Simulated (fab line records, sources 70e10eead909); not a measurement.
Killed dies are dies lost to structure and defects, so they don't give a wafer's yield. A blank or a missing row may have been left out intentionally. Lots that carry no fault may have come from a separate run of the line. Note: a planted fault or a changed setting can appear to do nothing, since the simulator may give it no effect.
fab line records -- flow nand-harc
[record] lots = 5, wafers = 15, last-day = 24
route steps=1159 shown P_GATE@133 END@1159
lots untouched by any fault: they come from a run of this same line in which no faults occurred
start-h: hours from the record's opening day to when the first of the lot's shown wafers began -- wait-h: hours elapsed since this lot's preceding step -- " identical to the entry in the row above -- L1.1+2: a row that stands for several wafers -- - no value present, or no start provided -- * or withheld: withheld -- < > ~ a bound
route shown NAME@n: names a module that has steps shown in the file, with the first one's number in the route -- usual: mean/standard deviation taken from wafers without a fault -- same: alike in all rows -- chamber/n: place in a boat -- sites: the reading at each site -- _std_site: standard deviation of those values -- _edge_site: mean of outer sites minus mean of inner sites -- radius-mm: for every site, how far away it sits from the centre of the wafer -- mask NAME#n: copy n -- behind: the last tool/chamber to shape the wafer -- hold: why the lot was held/for how many hours/how that ended -- device: the transistor (n, p or np) that didn't switch -- end of line: tests of these same wafers at the route's end -- a step without rows: its recipe alone -- killed: at the first sort, the dies lost to defects and structure; wafer yield is something else -- map: per-die view of a wafer (x killed, . not killed, _ where there is no die)
set.NAME: the run value of the setting; set.NAME@STEP: its run value at that earlier step -- model.NAME: the simulator's own value behind a step, which no gauge read
lots at some steps of the route; a table a step, a row a wafer
services: a tool's chamber out of use, with start hour (start-h, from the record's first day; less than 0 if before it), hours out, and reason
[[steps]]
[step NHARC_P_GATE_DEHYDRATE_18]
[recipe] temp-c = 150, time-s = 120
[step NHARC_P_GATE_HMDS_19]
[recipe] time-s = 30
[step NHARC_P_GATE_COAT_20]
[recipe] spin-rpm = 1500, resist-thk-nm = 90
[step NHARC_P_GATE_SOFTBAKE_21]
[recipe] temp-c = 105, time-s = 55
[step NHARC_P_GATE_EBR_22]
[step NHARC_P_GATE_EXPOSE_23]
[recipe] na = 1.35, target-cd-nm = 120, dose-mj = 93.91, mask-id = P_GATE
[step NHARC_P_GATE_PEB_24]
[recipe] peb-temp-c = 100, peb-time-s = 65
[step NHARC_P_GATE_DEVELOP_25]
[recipe] develop-time-s = 35, dev-temp-c = 23
[step NHARC_P_GATE_CD_MEAS_26]
[recipe] target-cd-nm = 120, landing-energy-ev = 500
[usual] cd-nm = 120.5/0.78
[same] landing-energy-ev = 500
lot.wafer,tool,chamber,start-h,wait-h,cd-nm
L701.1,cd-sem-01,0,110.81,-,120.8
L701.4,cd-sem-01,0,110.81,-,119.8
L701.6,cd-sem-01,0,110.81,-,119.1
L711.1,cd-sem-03,0,168.09,-,119.0
L711.4,cd-sem-03,0,168.09,-,120.1
L711.5,cd-sem-03,0,168.09,-,118.7
L714.2,cd-sem-02,0,192.28,-,120.8
L714.3,cd-sem-02,0,192.28,-,120.8
L714.5,cd-sem-02,0,192.28,-,121.4
L716.3,cd-sem-03,0,197.93,-,120.1
L716.4,cd-sem-03,0,197.93,-,120.8
L716.5,cd-sem-03,0,197.93,-,121.5
L720.1,cd-sem-03,0,220.76,-,121.6
L720.3,cd-sem-03,0,220.76,-,120.9
L720.5,cd-sem-03,0,220.76,-,120.3
[step NHARC_P_GATE_OVL_MEAS_27]
[usual] overlay-x-nm = 0.1/0.94, overlay-y-nm = -0.1/0.95
lot.wafer,tool,chamber,start-h,wait-h,overlay-x-nm,overlay-y-nm
L701.1,overlay-01,-,110.90,-,1.1,-1.0
L701.4,overlay-01,-,110.90,-,1.3,-1.2
L701.6,overlay-01,-,110.90,-,0.9,-1.1
L711.1,overlay-02,-,168.19,-,-0.1,-1.2
L711.4,overlay-02,-,168.19,-,-0.1,-0.6
L711.5,overlay-02,-,168.19,-,0.1,-0.6
L714.2,overlay-01,-,192.37,-,-0.3,0.9
L714.3,overlay-01,-,192.37,-,-0.5,0.3
L714.5,overlay-01,-,192.37,-,-1.0,0.7
L716.3,overlay-02,-,198.02,-,1.1,0.9
L716.4,overlay-02,-,198.02,-,0.4,0.8
L716.5,overlay-02,-,198.02,-,0.7,0.6
L720.1,overlay-01,-,220.85,-,1.0,1.1
L720.3,overlay-01,-,220.85,-,0.4,1.7
L720.5,overlay-01,-,220.85,-,0.6,1.4
[step NHARC_P_GATE_INSPECT_28]
[usual] raw-defect-count = 6/3.4
lot.wafer,tool,chamber,start-h,wait-h,raw-defect-count
L701.1,defect-inspect-02,-,110.94,0.0,2
L701.4,defect-inspect-02,-,110.94,0.0,5
L701.6,defect-inspect-02,-,110.94,0.0,3
L711.1,defect-inspect-02,-,168.23,0.0,7
L711.4,defect-inspect-02,-,168.23,0.0,4
L711.5,defect-inspect-02,-,168.23,0.0,7
L714.2,defect-inspect-02,-,192.40,0.0,7
L714.3,defect-inspect-02,-,192.40,0.0,7
L714.5,defect-inspect-02,-,192.40,0.0,7
L716.3,defect-inspect-02,-,198.05,0.0,8
L716.4,defect-inspect-02,-,198.05,0.0,2
L716.5,defect-inspect-02,-,198.05,0.0,2
L720.1,defect-inspect-01,-,220.91,0.1,4
L720.3,defect-inspect-01,-,220.91,0.1,5
L720.5,defect-inspect-01,-,220.91,0.1,2
[step NHARC_P_GATE_DESCUM_31]
[recipe] time-s = 3, o2-flow-sccm = 200, ar-flow-sccm = 0, bias-power-w = 0, chemistry = O2
[usual] drypump-motor-current-A = 6.0/0.39, oes-product-au = 0.993/0.012, rf-vpp-V = 57.8/0.98, showerhead-plenum-p-Torr = 1.91/0.1, throttle-valve-pct = 11.313/0.0083
[same] time-s = 3
lot.wafer,tool,chamber,start-h,wait-h,drypump-motor-current-A,oes-product-au,rf-hours-counter-h,rf-vpp-V,showerhead-plenum-p-Torr,throttle-valve-pct
L701.4,rie-diel-11,3,111.00,0.1,6.6,0.975,29,57.3,1.81,11.306
L701.1,rie-diel-11,1,111.00,0.1,5.7,1.005,21,59.0,2.07,11.315
L701.6,rie-diel-11,0,111.00,0.1,5.8,0.988,-,57.9,1.84,11.314
L711.4,rie-diel-03,1,168.44,0.2,6.0,0.994,25,56.7,1.80,11.303
L711.1,rie-diel-03,0,168.44,0.2,5.9,0.989,26,57.1,1.91,11.306
L711.5,rie-diel-03,1,168.44,0.2,6.0,0.992,-,58.2,1.80,11.306
L714.2,rie-diel-03,1,192.46,0.1,6.0,1.009,29,57.7,1.80,11.315
L714.3,rie-diel-03,2,192.46,0.1,5.6,0.991,29,57.9,2.02,11.312
L714.5,rie-diel-03,1,192.46,0.1,6.0,1.000,-,58.4,1.80,11.320
L716.3,rie-diel-12,3,198.11,0.1,5.6,0.989,63,59.2,1.99,11.304
L716.4,rie-diel-12,2,198.11,0.1,5.3,0.996,65,58.8,1.82,11.312
L716.5,rie-diel-12,0,198.11,0.1,6.1,1.007,-,55.6,2.00,11.320
L720.3,rie-diel-11,0,221.01,0.1,5.7,0.994,11,56.4,1.83,11.315
L720.1,rie-diel-11,1,221.01,0.1,5.6,1.015,10,59.1,2.06,11.313
L720.5,rie-diel-11,3,221.01,0.1,6.6,0.998,-,56.2,1.80,11.327
[step NHARC_P_GATE_ETCH_104]
[recipe] target-depth-a = 600, time-s = withheld, cf4-flow-sccm = 100, chf3-flow-sccm = 30, ar-flow-sccm = 0, rf-w = 500, bias-w = 200, chemistry = CF4/CHF3
[usual] drypump-motor-current-A = 6.0/0.39, oes-product-au = 0.948/0.022, rf-vpp-V = 370.3/2.7, showerhead-plenum-p-Torr = 1.57/0.079, throttle-valve-pct = 16.804/0.0092
lot.wafer,tool,chamber,start-h,wait-h,drypump-motor-current-A,oes-product-au,rf-vpp-V,showerhead-plenum-p-Torr,throttle-valve-pct,model.P_GATE.cd-nm
L701.1,rie-diel-11,2,111.08,0.1,6.1,0.982,367.2,1.46,16.819,120.2
L701.4,rie-diel-11,1,111.08,0.1,5.7,0.981,374.0,1.69,16.790,119.2
L701.6,rie-diel-11,3,111.08,0.1,6.6,0.938,367.8,1.50,16.803,120
L711.1,rie-diel-03,1,168.74,0.3,6.0,0.926,368.0,1.48,16.806,120.7
L711.4,rie-diel-03,0,168.74,0.3,5.9,0.924,369.7,1.57,16.808,120.3
L711.5,rie-diel-03,1,168.74,0.3,6.0,0.911,368.4,1.48,16.810,118.5
L714.2,rie-diel-03,0,192.75,0.3,5.9,0.953,370.8,1.57,16.803,121.2
L714.3,rie-diel-03,1,192.75,0.3,6.0,0.930,367.4,1.48,16.811,121.1
L714.5,rie-diel-03,2,192.75,0.3,5.6,0.635,374.3,1.66,16.793,123.1
L716.4,rie-diel-12,2,198.26,0.1,5.3,0.933,367.3,1.50,16.802,121.4
L716.3,rie-diel-12,3,198.26,0.1,5.5,0.930,371.6,1.63,16.805,120.7
L716.5,rie-diel-12,1,198.26,0.1,6.0,0.974,367.5,1.47,16.813,122.4
L720.3,rie-diel-11,3,221.26,0.2,6.6,0.922,367.6,1.49,16.810,122
L720.1,rie-diel-11,1,221.26,0.2,5.7,0.945,374.6,1.68,16.804,122.1
L720.5,rie-diel-11,3,221.26,0.2,6.6,0.931,367.5,1.49,16.800,121.2
[step NHARC_P_GATE_HM_OPEN_105]
[recipe] target-depth-a = 3600, o2-flow-sccm = 400, cos-flow-sccm = 20, ar-flow-sccm = 0, rf-w = 500, bias-w = 300, chemistry = O2/COS
[usual] cos-flow-sccm = 20.01/0.056, drypump-motor-current-A = 6.0/0.4, oes-product-au = 0.993/0.012, rf-vpp-V = 467/3.4, showerhead-plenum-p-Torr = 3.12/0.16, throttle-valve-pct = 28.330/0.009
lot.wafer,tool,chamber,start-h,wait-h,cos-flow-sccm,drypump-motor-current-A,oes-product-au,rf-hours-counter-h,rf-vpp-V,showerhead-plenum-p-Torr,throttle-valve-pct
L701.1,rie-diel-11,3,-,-,20.05,6.6,0.967,29,465,2.97,28.343
L701.4,rie-diel-11,1,-,-,20.01,5.7,1.001,21,473,3.36,28.341
L701.6,rie-diel-11,3,-,-,20.01,6.6,0.974,-,463,2.97,28.336
L711.1,rie-diel-03,3,-,-,20.10,6.7,0.969,25,466,3.05,28.334
L711.4,rie-diel-03,0,-,-,19.98,5.9,0.992,26,467,3.11,28.315
L711.5,rie-diel-03,3,-,-,20.07,6.7,0.967,-,467,3.05,28.326
L714.3,rie-diel-03,2,-,-,20.03,5.6,0.994,29,472,3.29,28.324
L714.2,rie-diel-03,1,-,-,20.05,6.1,1.008,30,463,2.94,28.318
L714.5,rie-diel-03,3,-,-,20.03,6.7,0.986,-,465,3.05,28.316
L716.3,rie-diel-12,0,-,-,19.96,6.1,0.999,62,471,3.26,28.332
L716.4,rie-diel-12,1,-,-,19.98,6.0,1.010,64,461,2.91,28.328
L716.5,rie-diel-12,0,-,-,20.02,6.1,1.003,-,469,3.26,28.330
L720.3,rie-diel-11,0,-,-,20.00,5.8,0.998,12,463,2.99,28.331
L720.1,rie-diel-11,2,-,-,19.95,6.1,0.987,10,472,3.37,28.343
L720.5,rie-diel-11,0,-,-,20.04,5.8,0.999,-,464,2.99,28.330
[step NHARC_END_SORT_01]
[recipe] temp-c = 25
[usual] killed-at-array = 25/10, killed-at-other = 0.6/0.91, killed-at-periphery = 3.6/2.9, killed-dies = 29/10, killed-open = 3.3/2, killed-short = 1.9/1.5
[same] gross-dies = 677
lot.wafer,tool,chamber,start-h,wait-h,killed-at-array,killed-at-other,killed-at-periphery,killed-dies,killed-open,killed-short
L714.5,prober-01,0,551.54,3.7,31,3,86,120,7,3
// killed by level:class
L714.5 P_GATE:area-etch=83 A_SLIT:chamber-film-flake=14 A_STAIRCASE:chamber-film-flake=4 A_CHANNEL_HOLE_D1:geometric-particle:open=3 P_CONTACT:geometric-particle:open=2 A_CHANNEL_FILL_D1:geometric-particle:short=2 A_CHANNEL_HOLE_D1:chamber-film-flake=2 A_BLC:chamber-film-flake=2
// map L714.5 (x killed, . not)
____________.____________
_________......._________
_______..........._______
______.......x.....______
_____.......x......._____
____.......x..x......____
____....x.x.x.x......____
___...x...............___
___.......x...x...x...___
__.......xxx.x.........__
__x.............x..x...__
_......x.........x......_
_..........x......x....._
_.x..........xx........._
_.x........x..x...x..x.._
_.................x.x..._
xxxxx........x..x..xx....
xxx...x..x...x.....x..x..
x.x..x....x.x.xx.x.x.....
xx.........xx..xx.....x..
.xx.....x..xxxx..x.x...x.
_......xxxxxx...x.x.x..._
_.x....x....x......xx..._
_............x.x........_
_......x...x...x.x..x..._
_...x..x....xx.x........_
__.x............xx.x...__
__..x..x.x..x..........__
___.....x......x......___
___...............xx..___
____.......x.........____
____..x..x..........x____
_____..............._____
______......x......______
_______........x.._______
_________......._________
____________.____________
// map L711.1 (x killed, . not)
____________.____________
_________......._________
_______.........x._______
______.............______
_____x.............._____
____..x..............____
____...x.............____
___...................___
___..x................___
__..x....x.............__
__...................x.__
_......x................_
_........x.............._
_x......................_
_xx....................._
_x.x...................._
.....x...................
xxx...........x..........
.xx.........x............
..x......................
x........................
_.x....................._
_.x....................._
_....x.................._
_............x..x.x....._
_...........x..........._
__...............x.....__
__.....................__
___............x......___
___...................___
____.............x...____
____.................____
_____..........x.x.._____
______.........x.xx______
_______.......xxx._______
_________.....xx_________
____________.____________
[[services]]
tool,chamber,start-h,hours,kind
rie-diel-11,0,95.09,-,clean
rie-diel-11,1,95.09,-,clean
rie-diel-11,2,95.09,-,clean
rie-diel-11,3,95.09,-,clean
rie-diel-03,0,96.32,-,clean
rie-diel-03,1,96.32,-,clean
rie-diel-03,2,96.32,-,clean
rie-diel-03,3,96.32,-,clean
rie-diel-11,1,104.11,4.5,repair
rie-diel-11,0,119.63,-,clean
rie-diel-11,1,119.63,-,clean
rie-diel-11,2,119.63,-,clean
rie-diel-11,3,119.63,-,clean
rie-diel-03,0,120.82,-,clean
rie-diel-03,1,120.82,-,clean
rie-diel-03,2,120.82,-,clean
rie-diel-03,3,120.82,-,clean
rie-diel-11,0,144.13,-,clean
rie-diel-11,1,144.13,-,clean
rie-diel-03,3,148.73,7.9,repair
rie-diel-11,-,155.07,0.5,repair
rie-diel-11,-,189.52,9.0,pm
rie-diel-12,-,202.53,9.0,pm
rie-diel-03,-,215.30,9.0,pm
[[key]]
[first-sign] step = NHARC_P_GATE_ETCH_104, reading = oes-product-au, direction = down, sigmas = 14, usual = 0.948, struck = 0.635
[effect] step = NHARC_END_SORT_01, reading = killed-at-periphery, direction = up, sigmas = 29, usual = 3.6, struck = 86
[model-effect] step = NHARC_P_GATE_ETCH_104, value = P_GATE.cd-nm, without = 121.5, struck = 123.1
[more-kills-born-at] NHARC_P_GATE_ETCH_104@rie-diel-03 = 83
met-at NHARC_P_GATE_ETCH_104
struck-wafers L714.5
tester-left-out L714
[fault] kind = process-parameter-drift, tool = rie-diel-03, chamber = 2, onset-h = 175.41, steps = NHARC_P_GATE_ETCH_104, channel = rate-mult, offset = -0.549, shape = step, end-h = 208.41
// tester-left-out: of these lots the tester's yield and bins aren't shown, on N5 and GAA mostly nor the transistor test; their killed dies are dies lost to structure and defects alone, not to doping, threshold or leakage, so they don't give the yield
